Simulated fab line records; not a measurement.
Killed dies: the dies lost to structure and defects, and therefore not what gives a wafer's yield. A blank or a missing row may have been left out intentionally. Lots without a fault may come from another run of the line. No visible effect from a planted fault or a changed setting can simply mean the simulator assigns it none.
fab line records + flow n5Finfet
[record]
- lots = 5
- wafers = 13
- lastDay = 20
route steps=1938 shown MOL_CONTACT_COAG@551 BEOL_M4@1111 PASSIVATION@1936
lots with no fault: from the same line, run without faults
startH: hours from the record's opening day to when the first of the lot's shown wafers began + waitH: how many hours have passed since the lot's step before this one + " the same as in the row above + L1.1+2: several wafers, shown together as one row + - no value, or no start given + * or withheld: withheld + < > ~ a bound
route shown NAME@n: names a module that has steps shown in the file, with the first one's number in the route + usual: mean/standard deviation taken from wafers without a fault + same: alike in all rows + chamber/n: place in a boat + sites: per-site readings + _std_site: the standard deviation of these + _edge_site: the outer-site mean with the inner-site mean subtracted + radiusMm: for every site, how far away it sits from the centre of the wafer + mask NAME#n: copy n + behind: the most recent tool/chamber to have shaped the wafer + hold: what put the lot on hold/how long, in hours/how the hold closed + device: which transistor (n, p or np) failed to switch + end of line: tests of these same wafers at the route's end + a step without rows: its recipe alone + killed: at the first sort, the dies lost to defects and structure; wafer yield is something else + map: dies across one wafer; x = killed, . = not, _ = none there
set.NAME: the setting the step ran with; set.NAME@STEP: the setting that earlier step ran with + model.NAME: the simulator's own value behind a step, which no gauge read
lots at selected steps of the route; one table per step, one row per wafer
services: the hour from which a tool's chamber was out of use, counted from the record's first day as startH (under 0 if before that day), plus the number of hours and why
[[steps]]
[step N5_MOL_CONTACT_COAG_SPUTTER_130]
[recipe]
- material = Co
- targetThkA = 475
- tempC = 25
- chamberPressurePa = 0.5
- powerW = 3000
[step N5_MOL_CONTACT_COAG_PRECLEAN_125]
[recipe]
- chemistry = DIW
- timeS = 57.5
- tempC = 23
[step N5_MOL_CONTACT_COAG_SRD_126]
[recipe]
- dryTimeS = 32
- dry = n2Spin
- spinRpm = 1500
[step N5_MOL_CONTACT_COAG_CMP_23]
[recipe]
- stopOn = SiO2
- tOverpolishS = 1.5
- postCmpClean = cuAlkaline
- downForcePsi = 2
- platenRpm = 50.289
- padVelocityMS = 1.0006
- targetThkNm = 0
[step N5_MOL_CONTACT_COAG_WET_ETCH_26]
[recipe]
- target = Co
- targetDepthNm = 13
[step N5_MOL_CONTACT_COAG_WET_ETCH_116]
[recipe]
- chemistry = SC1-inhibited
- targetDepthNm = 4.6
- dry = ipaMarangoni
- rinseTimeS = 30
- rinseTempC = 23
[step N5_MOL_CONTACT_COAG_ALD_27]
[recipe]
- material = SiOC
- targetThkA = 170
- tempC = 400
- aldPrecursorFamily = carbosiloxane
- aldCoReactant = H2-plasma
- pulseTimeS = 1.5
- timeS = 2720
- purgeTimeS = 2
- coReactantPurgeTimeS = 2
- aldCycles = 340
- pressureTorr = 2
[step N5_MOL_CONTACT_COAG_CMP_28]
[recipe]
- stopOn = SiNx
- tOverpolishS = 0.85
- postCmpClean = alkalineBrush
- downForcePsi = 4.15
- platenRpm = 51.8
- padVelocityMS = 1.0307
- targetThkNm = 14.522
[step N5_MOL_CONTACT_COAG_ALD_123]
[recipe]
- material = SiNx
- targetThkA = 50
- tempC = 400
- aldPrecursorFamily = SiH2I2
- aldCoReactant = N2/H2-plasma
- pulseTimeS = 1
- purgeTimeS = 2
- coReactantPurgeTimeS = 2
- aldCycles = 100
- pressureTorr = 2
[step N5_MOL_CONTACT_COAG_PECVD_31]
[recipe]
- material = SiO2
- targetThkA = 460
- tempC = 400
- precursor = TEOS/O2
- pressureTorr = 6.5
- rfW = withheld
- teosFlowSccm = withheld
- gas = O2
- flowSccm = 2650
- timeS = 8.9
[usual]
- susceptorTempC = 400.02/0.19
| lot.wafer | tool     | chamber | startH | waitH | susceptorTempC | model.SiO2_of_MOL_CONTACT_COAG_PECVD_31.thkNm |
|-----------|----------|---------|--------|-------|----------------|-----------------------------------------------|
| L928.2    | pecvd-04 | 0       | 116.00 | 0.3   | 399.66         | 46.2                                          |
| L928.3    | "        | 1       | "      | "     | 400.25         | 46                                            |
| L928.5    | "        | 1       | "      | "     | 400.18         | 46.4                                          |
| L935.1    | pecvd-04 | 1       | 158.69 | 0.3   | 399.93         | 45.8                                          |
| L935.2    | "        | 2       | "      | "     | 400.32         | 44.6                                          |
| L935.3    | "        | 2       | "      | "     | -              | 40.8                                          |
| L938.3    | pecvd-04 | 2       | 177.64 | 0.3   | -              | 40                                            |
| L938.5    | "        | 0       | "      | "     | -              | 41                                            |
| L939.2    | pecvd-04 | 0       | 180.41 | 0.3   | 399.87         | 45.8                                          |
| L939.3    | "        | 2       | "      | "     | -              | 40.2                                          |
| L948.1    | pecvd-03 | 0       | 240.01 | 0.3   | 400.53         | 45.8                                          |
| L948.2    | "        | 1       | "      | "     | 399.95         | 46                                            |
| L948.6    | "        | 1       | "      | "     | 400.08         | 46.2                                          |
[step N5_MOL_CONTACT_COAG_COAT_75]
[recipe]
- resist = SOC
- tempC = 250
- timeS = 60
- spinRpm = 1500
- resistThkNm = 60
[step N5_MOL_CONTACT_COAG_COAT_76]
[recipe]
- resist = SiARC
- tempC = 220
- timeS = 60
- spinRpm = 1500
- resistThkNm = 10
[step N5_MOL_CONTACT_COAG_COAT_77]
[recipe]
- resist = underlayer
- tempC = 205
- timeS = 60
- spinRpm = 1500
- resistThkNm = 10
[step N5_MOL_CONTACT_COAG_COAT_78]
[recipe]
- resist = CAR-EUV
- spinRpm = 1500
- resistThkNm = 40
[step N5_MOL_CONTACT_COAG_EBR_80]
[recipe]
- solvent = PGMEA
- ebrWidthMm = 1.5
[step N5_MOL_CONTACT_COAG_SOFTBAKE_79]
[recipe]
- tempC = 110
- timeS = 60
- resist = CAR-EUV
[step N5_MOL_CONTACT_COAG_EXPOSE_81]
[recipe]
- maskId = VG
- na = 0.33
- sourceShape = annular
- sigmaInner = 0.3
- sigmaOuter = 0.7
- polarization = unpolarized
- defocusNm = 0
- doseMj = 59.5
[step N5_MOL_CONTACT_COAG_PEB_82]
[recipe]
- pebTempC = 100
- pebTimeS = 60
- resist = CAR-EUV
[step N5_MOL_CONTACT_COAG_DEVELOP_83]
[recipe]
- developTimeS = 30
- developer = TMAH
- resist = CAR-EUV
- rinseLiquid = surfactantRinse
- dry = airSpin
- devTempC = 23
[step N5_MOL_CONTACT_COAG_DESCUM_88]
[recipe]
- chemistry = O2
- timeS = 7
- sourcePowerW = 50
- biasPowerW = 20
- pressureMtorr = 20
- rfFrequencyHz = 2.712e+07
- tempC = 40
- resist = CAR-EUV
- o2FlowSccm = 225
[step N5_MOL_CONTACT_COAG_ETCH_89]
[recipe]
- chemistry = N2/H2
- target = underlayer
- targetDepthA = 130
- maskMaterial = CAR-EUV
- timeS = 10.4
- ionEnergyEv = 200
- pressureMtorr = 30
- sourceW = 840
- biasW = 150
- n2FlowSccm = 200
- h2FlowSccm = 200
- ends = cleared
[step N5_MOL_CONTACT_COAG_ETCH_90]
[recipe]
- chemistry = CF4
- target = SiARC
- targetDepthA = 130
- maskMaterial = CAR-EUV
- timeS = 21.7
- ionEnergyEv = 80
- pressureMtorr = 40
- sourceW = 545
- biasW = 36
- Ar_flow_sccm = 100
- cf4FlowSccm = 100
- ends = cleared
[step N5_MOL_CONTACT_COAG_ALD_131]
[recipe]
- material = SiO2
- targetThkA = 50
- tempC = 100
- aldPrecursorFamily = BDEAS
- aldCoReactant = O2-plasma
- pulseTimeS = 1
- coReactantPulseTimeS = 1
- purgeTimeS = 2
- coReactantPurgeTimeS = 2
- aldCycles = 35
- pressureTorr = 2
[step N5_MOL_CONTACT_COAG_ETCHBACK_132]
[recipe]
- chemistry = CHF3
- target = SiO2
- targetDepthA = 100
- timeS = 6.7
- ionEnergyEv = 200
- pressureMtorr = 30
- sourceW = 610
- biasW = 170
- Ar_flow_sccm = 200
- CHF3_flow_sccm = 50
[step N5_MOL_CONTACT_COAG_ETCH_91]
[recipe]
- chemistry = N2/H2
- target = SOC
- targetDepthA = 600
- overetchA = 210
- maskMaterial = SiARC
- tempC = 40
- timeS = 101.2
- ionEnergyEv = 200
- pressureMtorr = 30
- sourceW = 840
- biasW = 150
- n2FlowSccm = 200
- h2FlowSccm = 200
[step N5_MOL_CONTACT_COAG_STRIP_92]
[recipe]
- chemistry = N2/H2
- tempC = 40
- n2FlowSccm = 200
- h2FlowSccm = 200
- rfFrequencyHz = 6e+07
[step N5_MOL_CONTACT_COAG_STRIP_93]
[recipe]
- chemistry = N2/H2
- tempC = 40
- n2FlowSccm = 200
- h2FlowSccm = 200
- rfFrequencyHz = 6e+07
[step N5_MOL_CONTACT_COAG_ETCHBACK_135]
[recipe]
- chemistry = CHF3
- target = SiO2
- targetDepthA = 250
- timeS = 16.7
- ionEnergyEv = 200
- pressureMtorr = 30
- sourceW = 610
- biasW = 170
- Ar_flow_sccm = 200
- CHF3_flow_sccm = 50
[step N5_MOL_CONTACT_COAG_STRIP_118]
[recipe]
- chemistry = CHF3
- resist = SiARC
- rfFrequencyHz = 6e+07
[step N5_MOL_CONTACT_COAG_VIA_ETCH_46]
[recipe]
- chemistry = C4F6/O2
- targetDepthA = 460
- overetchA = 92
- maskMaterial = SOC
- target = SiO2
- biasW = 455
- pressureMtorr = 10
- timeS = 40
- sourceW = 325
- Ar_flow_sccm = 300
- C4F6_flow_sccm = 10
- O2_flow_sccm = 10
- ionEnergyEv = 575.3
- ends = endPoint
[usual]
- chamberPressureMTorr = 10.000/0.0091
- drypumpMotorCurrentA = 5.7/0.45
- oesProductAu = 0.69/0.087
- rfVppV = 1586/14
- showerheadPlenumPTorr = 2.85/0.1
- throttleValvePct = 40.95/0.14
| lot.wafer | tool       | chamber | startH | waitH | chamberPressureMTorr | drypumpMotorCurrentA | oesProductAu | rfHoursCounterH | rfVppV | showerheadPlenumPTorr | throttleValvePct | model.etch.depthNm |
|-----------|------------|---------|--------|-------|----------------------|----------------------|--------------|-----------------|--------|-----------------------|------------------|--------------------|
| L928.2    | rieDiel-04 | 1       | 117.20 | 0.0   | 10.005               | 5.6                  | 0.84         | 18              | 1587   | 2.78                  | 41.04            | 46.13              |
| L928.3    | "          | 3       | "      | "     | 9.990                | 5.1                  | 0.64         | 211             | 1592   | 2.92                  | 40.95            | 45.92              |
| L928.5    | "          | 2       | "      | "     | 10.003               | 5.2                  | 0.64         | -               | 1575   | 2.82                  | 41.00            | 46.4               |
| L935.1    | rieDiel-04 | 3       | 159.75 | 0.0   | 9.989                | 5.1                  | 0.63         | 226             | 1593   | 2.91                  | 40.94            | 45.73              |
| L935.2    | "          | 2       | "      | "     | 10.015               | 5.2                  | 0.62         | 203             | 1575   | 2.82                  | 41.00            | 44.5               |
| L935.3    | "          | 1       | "      | "     | 9.995                | 5.6                  | 0.76         | 33              | 1586   | 2.77                  | 41.00            | 40.86              |
| L938.3    | rieDiel-04 | 2       | 179.87 | 0.0   | 9.997                | 5.1                  | 0.58         | 212             | 1573   | 2.81                  | 40.95            | 40.06              |
| L938.5    | "          | 0       | "      | "     | 10.017               | 6.1                  | 0.83         | -               | 1603   | 3.02                  | 40.64            | 40.94              |
| L939.2    | rieDiel-04 | 3       | 181.64 | 0.0   | 9.990                | 5.1                  | 0.62         | 237             | 1591   | 2.91                  | 40.94            | 45.74              |
| L939.3    | "          | 1       | "      | "     | 9.995                | 5.5                  | 0.75         | 43              | 1586   | 2.77                  | 41.01            | 40.22              |
| L948.1    | rieDiel-02 | 3       | 241.62 | 0.0   | 10.001               | 5.6                  | 0.68         | 166             | 1579   | 2.72                  | 41.09            | 45.71              |
| L948.2    | "          | 1       | "      | "     | 10.012               | 5.8                  | 0.65         | 187             | 1585   | 2.93                  | 40.75            | 45.95              |
| L948.6    | "          | 0       | "      | "     | 9.994                | 5.6                  | 0.63         | -               | 1593   | 2.71                  | 40.94            | 46.19              |
[step N5_MOL_CONTACT_COAG_STRIP_96]
[recipe]
- chemistry = N2/H2
- powerW = 500
- tempC = 40
- pressureMtorr = 50
- rfFrequencyHz = 6e+07
- overashFraction = 0.3
- biasPowerW = 28
- h2Frac = 0.5
- n2FlowSccm = 300
- h2FlowSccm = 300
[step N5_MOL_CONTACT_COAG_ETCH_47]
[recipe]
- chemistry = CH3F/O2
- target = SiNx
- targetDepthA = 270
- maskMaterial = SiO2
- stopOn = W
- overEtchFrac = 0.2
- ionEnergyEv = 120
- endpoint = OES-CN
- pressureMtorr = 30
- sourceW = 395
- biasW = 73
- Ar_flow_sccm = 150
- CH3F_flow_sccm = 30
- O2_flow_sccm = 20
- ends = endPoint
[step N5_MOL_CONTACT_COAG_STRIP_119]
[recipe]
- chemistry = N2/H2
- timeS = 30
- powerW = 1000
- tempC = 250
- pressureMtorr = withheld
- n2FlowSccm = 1750
- h2FlowSccm = 3250
[step N5_MOL_CONTACT_COAG_PRECLEAN_144]
[recipe]
- chemistry = alkalineClean
- tempC = 60
- timeS = 60
- doPpb = 50
[step N5_MOL_CONTACT_COAG_SRD_145]
[recipe]
- dry = ipaMarangoni
- timeS = 30
- tempC = 23
- rinseLiquid = diw
[step N5_MOL_CONTACT_COAG_CMP_52]
[recipe]
- stopOn = SiO2
- tOverpolishS = 1.5
- postCmpClean = wDiluteNh4oh
- downForcePsi = 4
- platenRpm = 50.289
- padVelocityMS = 1.0006
- targetThkNm = 66.5
[usual]
- motorCurrentA = 12.2/1.2
| lot.wafer | tool   | chamber | startH | waitH | motorCurrentA | model.SiO2_of_MOL_CONTACT_COAG_PECVD_31.thkNm |
|-----------|--------|---------|--------|-------|---------------|-----------------------------------------------|
| L928.3    | cmp-03 | 0       | 119.30 | 0.0   | 12.4          | 43.8                                          |
| L928.2    | "      | 2       | "      | "     | 10.5          | 44                                            |
| L928.5    | "      | 0       | "      | "     | 12.0          | 44.4                                          |
| L935.1    | cmp-03 | 3       | 162.37 | 0.0   | 12.7          | 43.6                                          |
| L935.2    | "      | 1       | "      | "     | 12.4          | 42.4                                          |
| L935.3    | "      | 2       | "      | "     | 10.8          | 38.8                                          |
| L938.3    | cmp-01 | 1       | 182.29 | 0.0   | 9.6           | 38                                            |
| L938.5    | "      | 2       | "      | "     | 13.5          | 38.8                                          |
| L939.2    | cmp-03 | 0       | 184.58 | 0.0   | 11.8          | 43.6                                          |
| L939.3    | "      | 2       | "      | "     | 11.2          | 38.2                                          |
| L948.2    | cmp-01 | 3       | 243.97 | 0.0   | 13.6          | 44                                            |
| L948.1    | "      | 0       | "      | "     | 11.8          | 43.6                                          |
| L948.6    | "      | 0       | "      | "     | 12.7          | 44.2                                          |
[step N5_MOL_CONTACT_COAG_THK_MEAS_53]
[recipe]
- reads = SiO2_of_MOL_CONTACT_COAG_PECVD_31
[usual]
- VIA_MOL_THK = 43.9/0.62
| lot.wafer | tool         | chamber | startH | waitH | VIA_MOL_THK[nm] |
|-----------|--------------|---------|--------|-------|-----------------|
| L928.2    | filmMetro-01 | -       | 119.59 | -     | 44.1            |
| L928.3    | "            | -       | "      | "     | 43.8            |
| L928.5    | "            | -       | "      | "     | 44.3            |
| L935.1    | filmMetro-02 | -       | 162.66 | -     | 43.7            |
| L935.2    | "            | -       | "      | "     | 42.5            |
| L935.3    | "            | -       | "      | "     | 38.8            |
| L938.3    | filmMetro-01 | -       | 182.59 | -     | 38.0            |
| L938.5    | "            | -       | "      | "     | 38.9            |
| L939.2    | filmMetro-02 | -       | 184.87 | -     | 43.7            |
| L939.3    | "            | -       | "      | "     | 38.2            |
| L948.1    | filmMetro-02 | -       | 244.26 | -     | 43.7            |
| L948.2    | "            | -       | "      | "     | 43.9            |
| L948.6    | "            | -       | "      | "     | 44.1            |
[step N5_BEOL_M4_RC_MEAS_101]
[usual]
- DIBL_N = 36.3/1.1
- DIBL_P = 36.3/1.4
- IOFF_N = 0.155/0.019
- IOFF_P = 0.211/0.027
- ION_N = 672/8.5
- ION_P = 462/5.8
- SS_N = 71.5/0.56
- SS_P = 73.3/0.52
- VT_N = 249.9/2.5
- VT_P = -249.8/2.8
| lot.wafer | tool      | chamber | startH | waitH | DIBL_N[mV/V] | DIBL_P[mV/V] | IOFF_N[nA/um] | IOFF_P[nA/um] | ION_N[uA/um] | ION_P[uA/um] | SS_N[mV/dec] | SS_P[mV/dec] | VT_N[mV] | VT_P[mV] |
|-----------|-----------|---------|--------|-------|--------------|--------------|---------------|---------------|--------------|--------------|--------------|--------------|----------|----------|
| L928.2    | prober-01 | 0       | 219.99 | 0.2   | 36.1         | 36.9         | 0.144         | 0.220         | 668          | 467          | 71.6         | 72.2         | 251.3    | -248.3   |
| L928.3    | "         | 0       | "      | "     | 35.6         | 37.1         | 0.138         | 0.219         | 668          | 465          | 71.4         | 73.3         | 252.5    | -249.1   |
| L928.5    | "         | 0       | "      | "     | 37.0         | 39.1         | 0.171         | 0.263         | 678          | 469          | 71.3         | 73.4         | 251.1    | -247.9   |
| L935.1    | prober-02 | 0       | 322.10 | 0.0   | 36.6         | 36.0         | 0.145         | 0.200         | 665          | 456          | 70.6         | 73.8         | 250.4    | -251.5   |
| L935.2    | "         | 0       | "      | "     | 37.0         | 36.2         | 0.150         | 0.203         | 672          | 461          | 71.5         | 73.3         | 250.7    | -250.7   |
| L935.3    | "         | 0       | "      | "     | 38.3         | 37.2         | 0.163         | 0.214         | 676          | 461          | 71.0         | 73.1         | 247.3    | -252.3   |
| L938.3    | prober-01 | 0       | 346.80 | 0.3   | 37.6         | 37.7         | 0.167         | 0.255         | 670          | 464          | 72.8         | 73.9         | 249.2    | -244.0   |
| L938.5    | "         | 0       | "      | "     | 37.1         | 35.7         | 0.153         | 0.217         | 664          | 457          | 73.1         | 73.4         | 250.6    | -251.0   |
| L939.2    | prober-02 | 0       | 355.04 | 0.2   | 36.0         | 35.6         | 0.151         | 0.238         | 667          | 468          | 71.7         | 73.2         | 248.3    | -246.1   |
| L939.3    | "         | 0       | "      | "     | 34.4         | 33.6         | 0.127         | 0.205         | 668          | 465          | 71.0         | 73.2         | 250.5    | -245.8   |
| L948.1    | prober-02 | 0       | 364.38 | 0.0   | 35.9         | 34.7         | 0.147         | 0.209         | 663          | 460          | 72.1         | 73.2         | 251.5    | -247.4   |
| L948.2    | "         | 0       | "      | "     | 38.3         | 37.1         | 0.191         | 0.245         | 680          | 464          | 72.3         | 73.6         | 247.8    | -247.4   |
| L948.6    | "         | 0       | "      | "     | 36.6         | 35.4         | 0.158         | 0.219         | 677          | 466          | 72.4         | 73.8         | 249.6    | -251.6   |
[step N5_PASSIVATION_PROBE_49]
[usual]
- defectLimitedYield = 91.4/1.2
- killed_at_M0_to_M3 = 34/10
- killed_at_M4_up = 14/5.1
- killedAtContacts = 12/6.4
- killedAtFrontEnd = 38/9.3
- killedAtOther = 4/3
- killedDies = 102/15
- killedOpen = 67/12
- killedShort = 33/6.9
- sort_bin_5_function = 5.0/0.86
- sort_bin_6_memory = 3.2/0.58
- sortNPass = 1078/15
- sortYieldPct = 91.4/1.2
[same]
- grossDies = 1180
- killedAtBackSide = 0
- sort_bin_4_leakage[%] = 0
- sort_bin_8_speed[%] = 0
| lot.wafer | tool      | chamber | startH | waitH | defectLimitedYield[%] | killed_at_M0_to_M3 | killed_at_M4_up | killedAtContacts | killedAtFrontEnd | killedAtOther | killedDies | killedOpen | killedShort | sort_bin_5_function[%] | sort_bin_6_memory[%] | sortNPass | sortYieldPct[%] |
|-----------|-----------|---------|--------|-------|-----------------------|--------------------|-----------------|------------------|------------------|---------------|------------|------------|-------------|------------------------|----------------------|-----------|-----------------|
| L928.2    | prober-01 | -       | 330.47 | 0.1   | 91.8                  | 26                 | 15              | 5                | 38               | 13            | 97         | 64         | 31          | 5.3                    | 2.6                  | 1083      | 91.8            |
| L928.3    | prober-01 | -       | 330.52 | 0.1   | 91.1                  | 31                 | 16              | 16               | 38               | 4             | 105        | 71         | 32          | 5.3                    | 3.3                  | 1075      | 91.1            |
| L928.5    | prober-01 | -       | 330.62 | 0.2   | 89.7                  | 34                 | 13              | 14               | 53               | 7             | 121        | 94         | 25          | 6.0                    | 4.0                  | 1059      | 89.7            |
| L935.1    | prober-02 | -       | 421.89 | 0.2   | 92.2                  | 25                 | 23              | 5                | 34               | 5             | 92         | 68         | 23          | 4.1                    | 3.5                  | 1088      | 92.2            |
| L939.2    | prober-02 | -       | 468.68 | 0.3   | 91.4                  | 22                 | 8               | 18               | 48               | 6             | 102        | 64         | 36          | 4.9                    | 3.3                  | 1078      | 91.4            |
| L939.3    | prober-02 | -       | 468.73 | 0.3   | 93.0                  | 24                 | 13              | 10               | 36               | 0             | 83         | 53         | 29          | 4.2                    | 2.7                  | 1097      | 93.0            |
// killed by level:class
L928.2 STI_FIN_REVEAL:geometricParticle:open=11 FIN_SAQP:geometricParticle:open=7 BEOL_M2:geometricParticle:open=6 GATE_CUT:geometricParticle:short=5 BEOL_M0_SAQP:geometricParticle:open=5 BEOL_M3:geometricParticle:open=5 MOL_CONTACT_COAG:geometricParticle:open=4 BEOL_M0_SAQP:geometricParticle:short=4
L928.3 BEOL_M3:geometricParticle:open=18 MOL_CONTACT_COAG:geometricParticle:open=13 GATE_CUT:geometricParticle:short=7 STI_FIN_REVEAL:geometricParticle:open=6 BEOL_M4:geometricParticle:open=5 FIN_SAQP:geometricParticle:short=4 GATE_CUT:geometricParticle:open=4 BEOL_M0_SAQP:geometricParticle:open=4
L928.5 FIN_SAQP:geometricParticle:open=23 MOL_CONTACT_COAG:geometricParticle:open=13 BEOL_M2:geometricParticle:open=10 BEOL_M0_SAQP:geometricParticle:open=10 FIN_SAQP:geometricParticle:short=7 STI_FIN_REVEAL:geometricParticle:open=6 BEOL_M3:geometricParticle:open=6 GATE_CUT:geometricParticle:open=5
L935.1 STI_FIN_REVEAL:geometricParticle:open=17 BEOL_M4:geometricParticle:open=10 BEOL_M0_SAQP:geometricParticle:open=7 BEOL_M0_SAQP:geometricParticle:short=6 BEOL_M1:geometricParticle:open=6 BEOL_M8:geometricParticle:open=5 FIN_SAQP:geometricParticle:open=4 FIN_SAQP:geometricParticle:short=4
L939.2 MOL_CONTACT_COAG:geometricParticle:open=12 STI_FIN_REVEAL:geometricParticle:open=10 FIN_SAQP:geometricParticle:open=9 DUMMY_GATE:geometricParticle:open=7 GATE_CUT:geometricParticle:short=7 MOL_CONTACT_COAG:geometricParticle:short=6 BEOL_M1:geometricParticle:open=4 BEOL_M2:geometricParticle:open=4
L939.3 MOL_CONTACT_COAG:geometricParticle:open=8 FIN_SAQP:geometricParticle:open=7 STI_FIN_REVEAL:geometricParticle:open=7 FIN_SAQP:geometricParticle:short=5 BEOL_M2:geometricParticle:open=5 GATE_CUT:geometricParticle:short=4 BEOL_M3:geometricParticle:open=4 BEOL_M4:geometricParticle:open=4
[[services]]
| tool       | chamber | startH | hours | kind                          |
|------------|---------|--------|-------|-------------------------------|
| cmp-01     | -       | 115.21 | 8.2   | repair                        |
| pecvd-03   | -       | 118.87 | 2.8   | pm                            |
| pecvd-03   | 2       | 127.20 | 5.5   | scheduledDown                 |
| cmp-01     | -       | 130.49 | 4.0   | pm                            |
| pecvd-03   | 0       | 132.66 | 2.1   | scheduledDown                 |
| cmp-01     | -       | 134.49 | -     | consumableReplace:conditioner |
| cmp-01     | -       | 134.49 | -     | consumableReplace:pad         |
| pecvd-04   | 0       | 148.08 | 16.5  | scheduledDown                 |
| rieDiel-04 | 0       | 157.01 | -     | clean                         |
| rieDiel-04 | 0       | 157.01 | -     | consumableReplace:focusRing   |
| rieDiel-04 | 0       | 157.01 | -     | consumableReplace:showerhead  |
| rieDiel-04 | 0       | 157.01 | 20.0  | scheduledDown                 |
| rieDiel-04 | 0       | 157.01 | 20.0  | ventCycle                     |
| pecvd-03   | 2       | 201.11 | 2.1   | scheduledDown                 |
| pecvd-03   | 2       | 203.24 | -     | clean                         |
| pecvd-03   | 2       | 203.24 | -     | consumableReplace:showerhead  |
| pecvd-03   | 2       | 203.24 | 29.0  | scheduledDown                 |
| pecvd-04   | -       | 210.50 | 0.8   | pm                            |
| rieDiel-04 | 3       | 212.32 | -     | clean                         |
| rieDiel-04 | 3       | 212.32 | -     | consumableReplace:focusRing   |
| rieDiel-04 | 3       | 212.32 | 13.7  | scheduledDown                 |
| rieDiel-04 | 3       | 212.32 | 13.7  | ventCycle                     |
| cmp-03     | -       | 235.38 | 10.9  | pm                            |
| rieDiel-02 | -       | 238.40 | 0.2   | repair                        |
[[key]]
[firstSign]
- step = N5_MOL_CONTACT_COAG_THK_MEAS_53
- reading = VIA_MOL_THK
- direction = down
- sigmas = 8.7
- usual = 43.9
- struck = 38.5
effect none on later readings
[modelEffect]
- step = N5_MOL_CONTACT_COAG_PECVD_31
- value = SiO2_of_MOL_CONTACT_COAG_PECVD_31.thkNm
- without = 45.3
- struck = 40.5
[modelEffect]
- step = N5_MOL_CONTACT_COAG_VIA_ETCH_46
- value = etch.depthNm
- without = 45.33
- struck = 40.52
[modelEffect]
- step = N5_MOL_CONTACT_COAG_CMP_52
- value = SiO2_of_MOL_CONTACT_COAG_PECVD_31.thkNm
- without = 43.3
- struck = 38.45
metAt N5_MOL_CONTACT_COAG_PECVD_31
struckWafers L935.3,L938.3,L938.5,L939.3
onsetBetween 116.00 158.69
[fault]
- kind = processParameterDrift
- tool = pecvd-04
- chamber = -
- onsetH = 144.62
- steps = N5_MOL_CONTACT_COAG_PECVD_31
- channel = timeS
- offset = *
- shape = step
- endH = 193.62
- scope = struckWafersOnly
- actsIn = *
- stated = *
